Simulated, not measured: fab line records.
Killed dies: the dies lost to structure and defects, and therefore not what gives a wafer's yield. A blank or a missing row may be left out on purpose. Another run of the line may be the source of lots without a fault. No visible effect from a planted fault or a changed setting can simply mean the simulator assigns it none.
Matching of chambers	flow n5 finfet	N5_BEOL_M13_ETCH_67 on rie diel-02 has 4 sister chambers
The step etches SiARC in CF4, target depth 143 nm, time 238.3 s. 4 wafers are shown with their chamber, then 8 later ones without.

== WAFERS PAIRED WITH THEIR CHAMBERS ==
wafer	chamber	showerhead plenum p Torr (Torr)
L083.1	2	1.98
L091.3	0	2.25
L091.4	1	2.21
L094.2	3	2.03

== WAFERS MISSING THEIR CHAMBER ==
wafer	showerhead plenum p Torr (Torr)
L094.5	2.03
L094.6	2.25
L093.1	2.25
L093.2	1.97
L093.6	2.03
L096.1	2.25
L096.2	2.03
L096.6	2.20

== THE CHAMBER EACH PASSED THROUGH ==
wafer	from the rows above	in truth
L094.5	3	3
L094.6	0	0
L093.1	0	0
L093.2	2	2
L093.6	3	3
L096.1	0	0
L096.2	3	3
L096.6	1	1
Correctly placed: 8 of 8. Left unplaced by these rows: 0. Wrongly placed: 0.
How it was worked out, from the rows above alone: a wafer's distance from a chamber is the root of the sum, over the readings, of the square of ((its reading less the chamber's mean) divided by the reading's scatter). The wafer belongs to the nearest chamber; if the next one is less than 2 further off, it can't be placed. Each chamber's mean is taken over the wafers shown for it. The scatter: root of mean squared gap, hidden wafer to nearest shown wafer, with one shown wafer a chamber.
